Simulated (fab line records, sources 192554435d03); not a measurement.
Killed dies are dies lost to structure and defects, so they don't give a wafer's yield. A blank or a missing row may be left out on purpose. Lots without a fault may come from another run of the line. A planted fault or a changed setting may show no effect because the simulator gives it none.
Split-lot experiment | flow n5_finfet | 7 lots, 21 wafers read, on a route of 1938 steps

THE SPLIT
At N5_BEOL_M0_SAQP_DESCUM_19 (chemistry O2, time 7.9 s), the setting time_s was moved away from the recipe's 7.9 s on 7 of the 21 wafers read, by -22.2% to +14.5%. The other wafers ran this setting at the recipe's value.

The file shows no step between the split and the reading.

THE READING
CAR-ArF_of_BEOL_M0_SAQP_COAT_08.thk_nm (the simulator's own value, which no gauge read), in nm, at N5_BEOL_M0_SAQP_ETCH_83 (etches SiARC in CF4, target depth 39 nm, time 65 s). The file gives no usual value for it. The 14 wafers here that ran the recipe average 55.5 nm, standard deviation 0.2 nm.

wafer  | tool, chamber at the split | time_s as run, s | against the recipe | CAR-ArF_of_BEOL_M0_SAQP_COAT_08.thk_nm, nm | against lot-mates on the recipe
L075.1 | rie_diel-04, 1,0           | 7.9              | recipe             | 55.4                                       | -
L075.3 | rie_diel-04, 0             | 7.9              | recipe             | 55.4                                       | -
L075.4 | rie_diel-04, 1,0           | 7.9              | recipe             | 55.6                                       | -
L076.1 | rie_diel-02, 0             | 7.9              | recipe             | 55.6                                       | -
L076.2 | rie_diel-02, 1             | 8.473            | +7.3%              | 55.2                                       | -0.3
L076.6 | rie_diel-02, 3             | 7.9              | recipe             | 55.4                                       | -
L077.2 | rie_diel-02, 1             | 7.9              | recipe             | 55.2                                       | -
L077.5 | rie_diel-02, 0             | 6.147            | -22.2%             | 56.4                                       | +1.1
L077.6 | rie_diel-02, 1             | 7.9              | recipe             | 55.4                                       | -
L080.4 | rie_diel-02, 2             | 9.043            | +14.5%             | 55                                         | -0.4
L080.5 | rie_diel-02, 1             | 9.043            | +14.5%             | 54.4                                       | -1.0
L080.6 | rie_diel-02, 0             | 7.9              | recipe             | 55.4                                       | -
L087.1 | rie_diel-04, 1             | 7.9              | recipe             | 55.8                                       | -
L087.2 | rie_diel-04, 2             | 7.9              | recipe             | 55.8                                       | -
L087.4 | rie_diel-04, 0             | 8.782            | +11.2%             | 55.2                                       | -0.6
L089.2 | rie_diel-02, 0             | 7.258            | -8.1%              | 55.8                                       | +0.2
L089.3 | rie_diel-02, 2             | 7.9              | recipe             | 55.6                                       | -
L089.5 | rie_diel-02, 0             | 7.258            | -8.1%              | 56                                         | +0.4
L090.1 | rie_diel-03, 0             | 7.9              | recipe             | 55.2                                       | -
L090.2 | rie_diel-03, 3             | 7.9              | recipe             | 55.8                                       | -
L090.4 | rie_diel-03, 2             | 7.9              | recipe             | 55.6                                       | -
Where a row lists several chambers, the file gives one row for several wafers and doesn't say which wafer went through which chamber.

THE FIT
A straight line over all 21 wafers: CAR-ArF_of_BEOL_M0_SAQP_COAT_08.thk_nm changes by -0.0452 nm for each +1% of time_s; r = -0.86; the points scatter about the line by 0.21 nm.
The same after taking each lot's own level away (the mean of its wafers on the recipe; 21 wafers): -0.0478 nm for each +1%; r = -0.92; scatter 0.16 nm.
On that fit, the largest move of time_s shifts the reading by 1.1 nm.
The lots' own levels span 55.30 to 55.80 nm, that is 2.6 times the standard deviation above.
So the lot-to-lot level changes the slope little: the two slopes agree.
Check: with one of the wafers moved furthest among these (-22.2%) left out of the fit, the line predicts +1.01 nm for it against its lot-mates. It came out at +1.1 nm against them.

OTHER SPLITS ON THESE WAFERS
These wafers also went through other splits before the reading. Each is held against what the fit with the lots' levels taken away leaves over:
other split on the same wafers       | wafers away from the commonest value | r with CAR-ArF_of_BEOL_M0_SAQP_COAT_08.thk_nm (lot level and that fit taken away)
N5_MOL_CONTACT_COAG_COAT_76 spin_rpm | 7                                    | +0.21

THE WHOLE CHAIN: every reading that the file lists as answering this split, in the file's order
step                      | what it does                                       | reading                                                                                 | change (the file's fit)                | r (the file's)
N5_BEOL_M0_SAQP_DESCUM_19 | chemistry O2, time 7.9 s                           | CAR-ArF_of_BEOL_M0_SAQP_COAT_08.thk_nm (the simulator's own value, which no gauge read) | -0.0521 nm for each +1% of the setting | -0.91
N5_BEOL_M0_SAQP_ETCH_83   | etches SiARC in CF4, target depth 39 nm, time 65 s | CAR-ArF_of_BEOL_M0_SAQP_COAT_08.thk_nm (the simulator's own value, which no gauge read) | -0.0485 nm for each +1% of the setting | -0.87

THE FILE'S OWN FIT
CAR-ArF_of_BEOL_M0_SAQP_COAT_08.thk_nm changes by -0.0485 nm for each +1% of time_s, r = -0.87.
